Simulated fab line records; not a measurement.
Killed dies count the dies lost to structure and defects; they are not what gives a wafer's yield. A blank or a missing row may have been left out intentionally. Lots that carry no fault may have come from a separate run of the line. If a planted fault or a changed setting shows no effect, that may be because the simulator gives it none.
Matching of chambers + flow n5-finfet + 4 sister chambers for N5_SD_EPI_N_SD_RECESS_17 on rie-si-06
The step chemistry HBr/Cl2/O2, target depth 41 nm, time 23.7 s, bt time 3 s. 22 wafers are shown with their chamber, then 11 later ones without.

== EACH WAFER AND ITS CHAMBER ==
| wafer  | chamber | throttle-valve-pct (%) | drypump-motor-current-A (A) | oes-product-au (a.u.) |
|--------|---------|------------------------|-----------------------------|-----------------------|
| L076.2 | 1       | 37.2                   | 4.8                         | 1.016                 |
| L076.4 | 3       | 36.8                   | 5.5                         | 0.982                 |
| L076.6 | 2       | 37.4                   | 5.3                         | 0.989                 |
| L077.2 | 3       | 36.7                   | 5.5                         | 0.975                 |
| L077.3 | 1       | 37.3                   | 4.7                         | 1.014                 |
| L077.6 | 1       | 37.2                   | 4.7                         | 1.025                 |
| L084.1 | 1       | 37.2                   | 4.8                         | 1.013                 |
| L084.2 | 0       | 36.8                   | 5.4                         | 0.981                 |
| L084.3 | 2       | 37.4                   | 5.2                         | 0.984                 |
| L085.1 | 3       | 36.8                   | 5.5                         | 0.984                 |
| L085.4 | 2       | 37.4                   | 5.2                         | 0.996                 |
| L085.5 | 2       | 37.4                   | 5.2                         | 0.993                 |
| L087.2 | 0       | 36.8                   | 5.4                         | 0.987                 |
| L087.4 | 1       | 37.2                   | 4.8                         | 1.011                 |
| L087.6 | 1       | 37.2                   | 4.7                         | 1.012                 |
| L089.2 | 3       | 36.8                   | 5.5                         | 0.978                 |
| L089.4 | 0       | 36.8                   | 5.4                         | 0.979                 |
| L089.5 | 2       | 37.4                   | 5.2                         | 0.994                 |
| L091.2 | 2       | 37.4                   | 5.2                         | 0.990                 |
| L091.4 | 1       | 37.2                   | 4.8                         | 1.022                 |
| L091.5 | 1       | 37.2                   | 4.8                         | 1.003                 |
| L092.2 | 2       | 37.4                   | 5.2                         | 0.995                 |

SIGNATURES, as means of the wafers listed above
| reading                 | chamber 0 | chamber 1 | chamber 2 | chamber 3 | scatter within a chamber |
|-------------------------|-----------|-----------|-----------|-----------|--------------------------|
| throttle-valve-pct      | 36.800    | 37.213    | 37.400    | 36.775    | 0.03                     |
| drypump-motor-current-A | 5.400     | 4.763     | 5.214     | 5.500     | 0.039                    |
| oes-product-au          | 0.98233   | 1.01450   | 0.99157   | 0.97975   | 0.00533                  |
Rule: distance of a wafer from a chamber = root of the sum over the readings of ((wafer's reading minus chamber's mean) / reading's scatter) squared. If the next closest chamber is less than 2 further off than the closest, the wafer can't be placed; otherwise it belongs to the closest. The scatter: the root of (the sum of the squares of (reading less its chamber's mean) over the shown wafers, divided by (wafers less chambers)).

== WAFERS WITH NO CHAMBER GIVEN ==
| wafer  | throttle-valve-pct (%) | drypump-motor-current-A (A) | oes-product-au (a.u.) |
|--------|------------------------|-----------------------------|-----------------------|
| L092.3 | 36.8                   | 5.4                         | 0.995                 |
| L092.4 | 36.8                   | 5.5                         | 0.984                 |
| L093.2 | 36.8                   | 5.4                         | 0.982                 |
| L093.3 | 36.8                   | 5.5                         | 0.981                 |
| L093.4 | 37.2                   | 4.7                         | 1.017                 |
| L094.3 | 36.8                   | 5.4                         | 0.997                 |
| L094.4 | 37.2                   | 4.7                         | 1.017                 |
| L094.6 | 36.8                   | 5.5                         | 0.974                 |
| L097.1 | 37.4                   | 5.2                         | 0.995                 |
| L097.4 | 37.2                   | 4.8                         | 1.023                 |
| L097.6 | 36.8                   | 5.4                         | 0.996                 |

== EACH ONE'S CHAMBER ==
| wafer  | from the rows above     | in truth |
|--------|-------------------------|----------|
| L092.3 | can't be placed: 0 or 3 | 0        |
| L092.4 | can't be placed: 3 or 0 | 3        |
| L093.2 | 0                       | 0        |
| L093.3 | can't be placed: 3 or 0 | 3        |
| L093.4 | 1                       | 1        |
| L094.3 | can't be placed: 0 or 3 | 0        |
| L094.4 | 1                       | 1        |
| L094.6 | can't be placed: 3 or 0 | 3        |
| L097.1 | 2                       | 2        |
| L097.4 | 1                       | 1        |
| L097.6 | can't be placed: 0 or 3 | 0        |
Placed correctly: 5 of 11. Can't be placed from these rows: 6 (the true chamber is among the candidates in 6). Wrongly placed: 0.
